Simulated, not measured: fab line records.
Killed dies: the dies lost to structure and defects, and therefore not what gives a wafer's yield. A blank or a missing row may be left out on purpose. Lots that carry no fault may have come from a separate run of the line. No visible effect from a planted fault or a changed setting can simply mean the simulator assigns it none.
Which tool did it? ; flow n5-finfet ; 21 lots, 63 wafers sampled, at 6 steps of a route of 1938

== WHAT EACH GAUGE READ, for each wafer ==
The record lacks any reading of a measuring or inspecting step that a usual standard deviation could be used to judge.

== TOOL THAT RAN EACH LOT (tool first, then ch and the chambers of the sampled wafers, then the start) ==
lot;N5_FIN_SAQP_ALD_61;N5_FIN_SAQP_HM_DEP_03;N5_FIN_SAQP_HM_OPEN_73;N5_FIN_SAQP_ETCH_57;N5_FIN_SAQP_RECESS_63;N5_FIN_CUT_ETCH_30
L074;ald-sin-02 ch 0,1,3, day 1 21:11;pecvd-01 ch 0,1,2, day 1 21:37;rie-diel-05 ch 0,1, day 1 22:42;rie-diel-06 ch 1,2,3, day 2 00:51;vapor-etch-02 ch 0,1, day 2 01:11;rie-diel-04 ch 0,1, day 2 03:23
L075;ald-sin-04 ch 1,2,3, day 2 02:07;pecvd-03 ch 1,2, day 2 02:32;rie-diel-02 ch 2,3, day 2 03:37;rie-diel-06 ch 0,1,3, day 2 05:47;vapor-etch-01 ch 0,1, day 2 06:07;rie-diel-03 ch 0,1, day 2 08:28
L076;ald-sin-02 ch 0,3, day 2 08:36;pecvd-03 ch 0,1, day 2 09:01;rie-diel-06 ch 2,3, day 2 10:04;rie-diel-05 ch 1,2,3, day 2 12:31;vapor-etch-01 ch 0,1, day 2 12:51;rie-diel-04 ch 1,2, day 2 15:11
L077;ald-sin-03 ch 1,2, day 2 14:03;pecvd-03 ch 1,2, day 2 14:34;rie-diel-06 ch 0,1,3, day 2 15:42;rie-diel-02 ch 1,2, day 2 18:37;vapor-etch-01 ch 0,1, day 2 18:50;rie-diel-01 ch 0,3, day 2 21:20
L078;ald-sin-02 ch 0,1, day 2 20:46;pecvd-01 ch 0,1,2, day 2 21:11;rie-diel-06 ch 1,2, day 2 22:07;rie-diel-06 ch 0,1,3, day 2 23:59;vapor-etch-01 ch 0,1, day 3 00:12;rie-diel-04 ch 0,1, day 3 02:40
L079;ald-sin-02 ch 0,1,3, day 3 02:34;pecvd-02 ch 0,1,2, day 3 03:00;rie-diel-02 ch 1,2,3, day 3 03:57;rie-diel-05 ch 0,2, day 3 05:48;vapor-etch-01 ch 0,1, day 3 06:01;rie-diel-04 ch 0,1,2, day 3 09:08
L080;ald-sin-04 ch 0,1,3, day 3 09:23;pecvd-02 ch 0,1,2, day 3 09:49;rie-diel-02 ch 0,1,3, day 3 10:46;rie-diel-06 ch 1,2,3, day 3 12:59;vapor-etch-01 ch 0,1, day 3 13:12;rie-diel-04 ch 0,1,3, day 3 16:05
L081;ald-sin-02 ch 1,2,3, day 3 16:29;pecvd-03 ch 0,2, day 3 16:58;rie-diel-02 ch 2,3, day 3 18:02;rie-diel-02 ch 0,3, day 3 20:25;vapor-etch-02 ch 0,1, day 3 20:38;rie-diel-04 ch 1,2, day 3 22:58
L083;ald-sin-03 ch 1,2,3, day 4 02:46;pecvd-03 ch 0,2, day 4 03:11;rie-diel-02 ch 0,2,3, day 4 04:17;rie-diel-06 ch 0,1,2, day 4 06:24;vapor-etch-01 ch 0,1, day 4 06:45;rie-diel-04 ch 0,1, day 4 09:31
L084;ald-sin-03 ch 1,2,3, day 4 08:28;pecvd-02 ch 0,2, day 4 08:53;rie-diel-06 ch 0,3, day 4 10:02;rie-diel-02 ch 0,3, day 4 12:11;vapor-etch-01 ch 0,1, day 4 12:32;rie-diel-01 ch 0,2,3, day 4 15:25
L085;ald-sin-03 ch 1,2,3, day 4 14:04;pecvd-01 ch 0,1,2, day 4 14:29;rie-diel-05 ch 0,1,3, day 4 15:34;rie-diel-05 ch 1,2, day 4 19:09;vapor-etch-02 ch 0,1, day 4 19:22;rie-diel-04 ch 0,2,3, day 4 21:49
L086;ald-sin-02 ch 1,2, day 4 20:46;pecvd-02 ch 1,2, day 4 21:19;rie-diel-06 ch 1,3, day 4 22:26;rie-diel-05 ch 0,1,2, day 5 01:07;vapor-etch-01 ch 1, day 5 01:36;rie-diel-04 ch 0,2,3, day 5 05:23
L087;ald-sin-02 ch 1,2, day 5 03:25;pecvd-01 ch 0,2, day 5 03:50;rie-diel-05 ch 0,2,3, day 5 04:55;rie-diel-06 ch 2,3, day 5 07:25;vapor-etch-01 ch 0,1, day 5 07:46;rie-diel-03 ch 1,3, day 5 10:28
L088;ald-sin-02 ch 0,1, day 5 07:58;pecvd-02 ch 1,2, day 5 08:23;rie-diel-02 ch 0,1,2, day 5 09:29;rie-diel-02 ch 1,2, day 5 11:20;vapor-etch-01 ch 0, day 5 11:34;rie-diel-03 ch 0,1,3, day 5 15:35
L090;ald-sin-02 ch 0,3, day 5 20:46;pecvd-01 ch 1,2, day 5 21:10;rie-diel-02 ch 0,1,3, day 5 22:07;rie-diel-02 ch 0,1, day 6 00:04;vapor-etch-01 ch 0,1, day 6 00:17;rie-diel-04 ch 0,1, day 6 03:08
L091;ald-sin-03 ch 1,2, day 6 02:46;pecvd-01 ch 1,2, day 6 03:11;rie-diel-05 ch 1,3, day 6 04:17;rie-diel-05 ch 1,3, day 6 06:09;vapor-etch-01 ch 0,1, day 6 06:22;rie-diel-04 ch 0,1, day 6 09:14
L092;ald-sin-02 ch 0,2,3, day 6 09:20;pecvd-01 ch 0,1, day 6 09:51;rie-diel-05 ch 0,1,2, day 6 10:58;rie-diel-05 ch 0,2,3, day 6 12:53;vapor-etch-02 ch 0,1, day 6 13:07;rie-diel-04 ch 0,2, day 6 16:46
L093;ald-sin-03 ch 0,1, day 6 15:56;pecvd-03 ch 1,2, day 6 16:23;rie-diel-05 ch 0,1, day 6 17:39;rie-diel-02 ch 0,2,3, day 6 19:33;vapor-etch-01 ch 0,1, day 6 19:47;rie-diel-01 ch 0,2,3, day 6 22:17
L095;ald-sin-02 ch 0,1,2, day 7 02:20;pecvd-01 ch 1,2, day 7 02:45;rie-diel-02 ch 1,2,3, day 7 04:18;rie-diel-02 ch 0,3, day 7 06:10;vapor-etch-02 ch 0,1, day 7 06:23;rie-diel-01 ch 0,3, day 7 09:02
L096;ald-sin-02 ch 0,2,3, day 7 09:18;pecvd-02 ch 0,1, day 7 09:44;rie-diel-05 ch 2,3, day 7 11:15;rie-diel-05 ch 1,2, day 7 13:10;vapor-etch-01 ch 0, day 7 13:23;rie-diel-04 ch 0,3, day 7 16:29
L097;ald-sin-02 ch 0,1,2, day 7 14:57;pecvd-03 ch 0,1,2, day 7 15:22;rie-diel-05 ch 0,1,2, day 7 16:19;rie-diel-05 ch 0,1,2, day 7 18:22;vapor-etch-01 ch 0,1, day 7 18:35;rie-diel-04 ch 0,2,3, day 7 21:17
- N5_FIN_SAQP_ALD_61: deposits SiO2, target thk 4 nm, pulse time 1 s, purge time 2 s.
- N5_FIN_SAQP_HM_DEP_03: deposits SiNx from SiH4/NH3/N2, target thk 38 nm, time 33.6 s.
- N5_FIN_SAQP_HM_OPEN_73: chemistry CHF3/O2, target SiO2, stops on a-Si, target depth 12 nm, time 16.8 s.
- N5_FIN_SAQP_ETCH_57: etches SiNx in CH3F/O2, target depth 32.5 nm, time 46.4 s.
- N5_FIN_SAQP_RECESS_63: chemistry HF/NH3, target SiO2, target depth 18 nm, afs cycles 3, sublimation time 60 s.
- N5_FIN_CUT_ETCH_30: etches underlayer in N2/H2, target depth 13 nm, time 10.4 s.

== AS READ BY THE TOOLS THEMSELVES (means over the sampled wafers that have a number; for cases with no such wafer, the mark the record gives instead) ==
N5_FIN_SAQP_ALD_61.
lot;tool;heater-power-w (W);precursor-pulse-height-rel
L074;ald-sin-02;440;0.994
L075;ald-sin-04;490;0.997
L076;ald-sin-02;431;0.999
L077;ald-sin-03;385;0.984
L078;ald-sin-02;441;1.004
L079;ald-sin-02;440;1.009
L080;ald-sin-04;467;1.022
L081;ald-sin-02;465;1.024
L083;ald-sin-03;420;0.997
L084;ald-sin-03;415;1.008
L085;ald-sin-03;428;1.000
L086;ald-sin-02;465;0.998
L087;ald-sin-02;460;0.987
L088;ald-sin-02;438;1.001
L090;ald-sin-02;439;0.996
L091;ald-sin-03;394;1.010
L092;ald-sin-02;463;1.014
L093;ald-sin-03;427;1.006
L095;ald-sin-02;457;1.014
L096;ald-sin-02;468;0.995
L097;ald-sin-02;460;1.007

N5_FIN_SAQP_HM_DEP_03.
lot;tool;heater-power-w (W);showerhead-plenum-p-Torr (Torr);throttle-valve-pct (%)
L074;pecvd-01;809;5.11;40
L075;pecvd-03;822;5.09;38
L076;pecvd-03;842;5.11;38
L077;pecvd-03;690;5.11;39
L078;pecvd-01;748;5.11;40
L079;pecvd-02;764;5.10;39
L080;pecvd-02;752;5.10;39
L081;pecvd-03;679;5.13;40
L083;pecvd-03;755;5.12;39
L084;pecvd-02;707;5.08;37
L085;pecvd-01;782;5.11;40
L086;pecvd-02;766;5.12;40
L087;pecvd-01;767;5.11;36
L088;pecvd-02;670;5.12;40
L090;pecvd-01;777;5.15;40
L091;pecvd-01;824;5.16;40
L092;pecvd-01;788;5.07;39
L093;pecvd-03;731;5.08;38
L095;pecvd-01;804;5.11;43
L096;pecvd-02;744;5.10;40
L097;pecvd-03;739;5.11;39

N5_FIN_SAQP_HM_OPEN_73.
lot;tool;O2_flow_sccm (sccm);drypump-motor-current-A (A);oes_ar_750_au (a.u.);oes-product-au (a.u.);rf-vpp-V (V);showerhead-plenum-p-Torr (Torr);throttle-valve-pct (%)
L074;rie-diel-05;4.995;6.0;0.89;0.53;535;2.47;18.95
L075;rie-diel-02;5.018;5.6;0.81;0.48;503;2.44;19.11
L076;rie-diel-06;4.996;5.6;0.86;0.51;516;2.46;18.75
L077;rie-diel-06;4.989;5.9;0.79;0.47;520;2.46;18.95
L078;rie-diel-06;5.015;5.6;0.76;0.46;516;2.48;18.78
L079;rie-diel-02;5.002;5.8;0.77;0.46;510;2.42;19.00
L080;rie-diel-02;4.996;6.2;0.83;0.49;512;2.46;18.81
L081;rie-diel-02;5.018;5.4;0.77;0.46;507;2.43;19.22
L083;rie-diel-02;5.017;5.8;0.82;0.49;511;2.47;19.03
L084;rie-diel-06;5.011;6.2;0.78;0.47;515;2.42;19.07
L085;rie-diel-05;4.995;5.7;0.85;0.51;528;2.48;18.84
L086;rie-diel-06;5.021;5.7;0.77;0.46;523;2.48;18.90
L087;rie-diel-05;4.998;5.3;0.81;0.48;527;2.49;18.70
L088;rie-diel-02;5.011;6.0;0.79;0.47;516;2.45;18.92
L090;rie-diel-02;5.006;6.2;0.80;0.47;511;2.45;18.84
L091;rie-diel-05;4.983;5.9;0.86;0.51;528;2.48;18.80
L092;rie-diel-05;4.999;5.5;0.80;0.48;535;2.46;18.87
L093;rie-diel-05;5.010;5.7;0.82;0.48;533;2.44;19.06
L095;rie-diel-02;5.002;5.8;0.74;0.44;509;2.41;19.06
L096;rie-diel-05;5.006;5.3;0.80;0.48;523;2.51;18.54
L097;rie-diel-05;4.993;5.5;0.79;0.47;534;2.46;18.88

N5_FIN_SAQP_ETCH_57.
lot;tool;O2_flow_sccm (sccm);drypump-motor-current-A (A);etch-rf-on-time-s (s);oes_ar_750_au (a.u.);oes-product-au (a.u.);rf-vpp-V (V);showerhead-plenum-p-Torr (Torr);throttle-valve-pct (%)
L074;rie-diel-06;19.95;5.6;45.0;0.83;0.71;295;2.05;16.30
L075;rie-diel-06;20.01;5.9;46.3;0.80;0.67;295;2.04;16.44
L076;rie-diel-05;20.02;5.5;46.7;0.85;0.73;300;2.08;16.12
L077;rie-diel-02;20.00;5.9;46.8;0.75;0.63;293;2.00;16.36
L078;rie-diel-06;20.04;5.9;44.8;0.79;0.67;294;2.04;16.45
L079;rie-diel-05;19.97;5.3;43.7;0.80;0.69;302;2.05;16.37
L080;rie-diel-06;20.03;5.6;45.3;0.81;0.69;295;2.05;16.32
L081;rie-diel-02;20.05;6.1;45.7;0.85;0.71;288;2.05;16.44
L083;rie-diel-06;20.01;5.9;47.1;0.77;0.64;290;2.03;16.39
L084;rie-diel-02;19.97;6.3;46.6;0.87;0.74;291;2.08;16.33
L085;rie-diel-05;19.96;5.8;45.7;0.84;0.71;304;2.05;16.28
L086;rie-diel-05;19.95;5.5;45.4;0.81;0.70;304;2.05;16.34
L087;rie-diel-06;20.01;5.6;46.1;0.83;0.71;293;2.03;16.30
L088;rie-diel-02;19.99;5.5;45.5;0.73;0.62;291;2.00;16.60
L090;rie-diel-02;20.02;6.4;46.3;0.83;0.70;295;2.07;16.23
L091;rie-diel-05;19.99;6.0;45.7;0.85;0.73;301;2.06;16.30
L092;rie-diel-05;20.04;5.3;46.0;0.80;0.69;299;2.07;16.25
L093;rie-diel-02;20.01;5.8;46.8;0.80;0.67;289;2.04;16.57
L095;rie-diel-02;19.96;6.3;46.4;0.84;0.72;291;2.08;16.38
L096;rie-diel-05;20.02;5.8;46.5;0.81;0.69;305;2.05;16.32
L097;rie-diel-05;19.97;5.5;46.2;0.79;0.68;303;2.04;16.38

N5_FIN_SAQP_RECESS_63.
lot;tool;drypump-motor-current-A (A);temp-c (C)
L074;vapor-etch-02;6.0;29.91
L075;vapor-etch-01;5.3;30.02
L076;vapor-etch-01;5.6;29.98
L077;vapor-etch-01;5.3;29.91
L078;vapor-etch-01;5.3;30.04
L079;vapor-etch-01;5.6;30.08
L080;vapor-etch-01;5.7;29.99
L081;vapor-etch-02;6.0;30.05
L083;vapor-etch-01;5.6;30.07
L084;vapor-etch-01;5.6;30.05
L085;vapor-etch-02;6.2;29.98
L086;vapor-etch-01;5.0;29.98
L087;vapor-etch-01;5.6;30.00
L088;vapor-etch-01;5.9;29.87
L090;vapor-etch-01;5.3;30.05
L091;vapor-etch-01;5.6;29.99
L092;vapor-etch-02;6.3;30.10
L093;vapor-etch-01;5.6;29.95
L095;vapor-etch-02;6.0;29.99
L096;vapor-etch-01;5.9;30.05
L097;vapor-etch-01;5.6;30.08

N5_FIN_CUT_ETCH_30.
lot;tool;drypump-motor-current-A (A);etch-rf-on-time-s (s);oes-product-au (a.u.);rf-vpp-V (V);showerhead-plenum-p-Torr (Torr);throttle-valve-pct (%)
L074;rie-diel-04;5.6;10.32;0.62;522.6;2.49;18.02
L075;rie-diel-03;5.7;10.51;0.66;525.9;2.64;18.03
L076;rie-diel-04;6.0;10.17;0.63;524.6;2.57;17.79
L077;rie-diel-01;5.6;10.64;0.63;522.3;2.50;17.90
L078;rie-diel-04;5.6;10.13;0.62;522.6;2.49;18.04
L079;rie-diel-04;5.5;10.29;0.63;523.9;2.54;17.86
L080;rie-diel-04;5.6;10.18;0.62;523.6;2.49;18.11
L081;rie-diel-04;6.0;10.41;0.61;523.5;2.56;17.81
L083;rie-diel-04;5.6;10.27;0.61;522.1;2.49;18.03
L084;rie-diel-01;5.8;10.57;0.62;523.6;2.53;18.00
L085;rie-diel-04;5.5;10.44;0.62;523.6;2.53;17.93
L086;rie-diel-04;5.4;10.37;0.62;523.8;2.53;17.94
L087;rie-diel-03;5.6;10.29;0.65;525.8;2.57;17.92
L088;rie-diel-03;5.6;10.43;0.65;525.0;2.62;17.98
L090;rie-diel-04;5.6;10.17;0.60;522.6;2.48;18.07
L091;rie-diel-04;5.2;10.29;0.60;521.7;2.45;18.12
L092;rie-diel-04;5.1;10.35;0.61;522.7;2.50;17.97
L093;rie-diel-01;5.8;10.66;0.62;523.3;2.53;18.01
L095;rie-diel-01;5.5;10.55;0.61;524.3;2.55;18.07
L096;rie-diel-04;5.1;10.17;0.61;520.1;2.45;18.21
L097;rie-diel-04;5.5;10.24;0.62;522.9;2.52;17.99

== THE ANSWER, worked out from the rows above alone ==
Rule: the usual values come from the lots themselves. Put in order of their means at a reading, lots are off if they are a third of the lots or fewer, leave a main group of 4 or more, and stand apart from it by a gap of 3 or more times the standard deviation of the main group's means; of several such gaps the widest counts. The tables above print the reading to a certain number of digits; a main group whose means all agree to those digits is not used. Also off: a lot with no number at a reading for which 4 or more lots have one. Where the step has rows for the other lots, those lots are counted as sound. Order of review: gauges by route order, followed by the tools' own readings, for which a lot's mean as printed above is used. The first step at which some lot is off is used, and at that step the reading that is off furthest; a lot without a number counts as furthest.
Nothing can be told from this: no lot is off at any reading shown.

== WHAT WAS PUT IN BY THE SIMULATOR ==
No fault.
